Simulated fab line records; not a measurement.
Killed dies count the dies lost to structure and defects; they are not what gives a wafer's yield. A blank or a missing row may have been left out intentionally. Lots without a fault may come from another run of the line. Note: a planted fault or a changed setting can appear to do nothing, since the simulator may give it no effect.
Chamber matching | flow n5 finfet | N5_BEOL_M6_ALD_77 on ald metal-01: 4 sister chambers
The step deposits TaN, target thk 2 nm, pulse time 2 s, purge time 3 s. 18 wafers are shown with their chamber, then 9 later ones without.

## EACH WAFER AND ITS CHAMBER
wafer  | chamber | heater power w (W) | chamber pressure Torr (Torr)
L079.2 | 0       | 441                | 2.999
L079.4 | 3       | 405                | 2.995
L079.5 | 2       | 413                | 3.014
L082.2 | 2       | 422                | 2.989
L082.3 | 1       | 407                | 3.011
L082.6 | 0       | 442                | 2.999
L084.4 | 1       | 409                | 3.001
L084.5 | 2       | 421                | 3.008
L084.6 | 1       | 404                | 3.011
L085.2 | 0       | 443                | 2.991
L085.4 | 1       | 398                | 3.002
L085.5 | 0       | 426                | 2.987
L089.1 | 3       | 410                | 2.994
L089.3 | 2       | 419                | 2.996
L089.6 | 3       | 407                | 2.991
L091.1 | 2       | 424                | 3.000
L091.2 | 3       | 392                | 2.996
L091.6 | 0       | 445                | 2.996

SIGNATURES (means of the wafers above)
reading               | chamber 0 | chamber 1 | chamber 2 | chamber 3 | scatter within a chamber
heater power w        | 439.40    | 404.50    | 419.80    | 403.50    | 6.34
chamber pressure Torr | 2.99440   | 3.00625   | 3.00140   | 2.99400   | 0.00656
Rule: for each reading, subtract the chamber's mean from the wafer's reading, divide by that reading's scatter and square the result; add these up over the readings and take the root, which gives the wafer's distance from the chamber. The wafer belongs to the nearest chamber; if the next one is less than 2 further off, it can't be placed. The scatter: the root of (the sum of the squares of (reading less its chamber's mean) over the shown wafers, divided by (wafers less chambers)).

## WAFERS WHOSE CHAMBER IS MISSING
wafer  | heater power w (W) | chamber pressure Torr (Torr)
L092.1 | 424                | 3.001
L092.2 | 402                | 2.989
L092.3 | 455                | 3.010
L093.3 | 400                | 2.999
L093.4 | 406                | 2.985
L093.6 | 423                | 2.999
L097.2 | 399                | 3.005
L097.3 | 445                | 3.002
L097.6 | 435                | 3.015

## THE CHAMBER EACH PASSED THROUGH
wafer  | from the rows above          | in truth
L092.1 | can't be placed: 2 or 0      | 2
L092.2 | can't be placed: 3 or 1      | 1
L092.3 | 0                            | 0
L093.3 | can't be placed: 3 or 1      | 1
L093.4 | can't be placed: 3 or 1 or 2 | 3
L093.6 | 2                            | 2
L097.2 | can't be placed: 1 or 3      | 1
L097.3 | 0                            | 0
L097.6 | can't be placed: 2 or 0 or 1 | 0
Correctly placed: 3 of 9. From these rows, 6 cannot be placed; in 6 the true chamber is one of the candidates. Wrongly placed: 0.
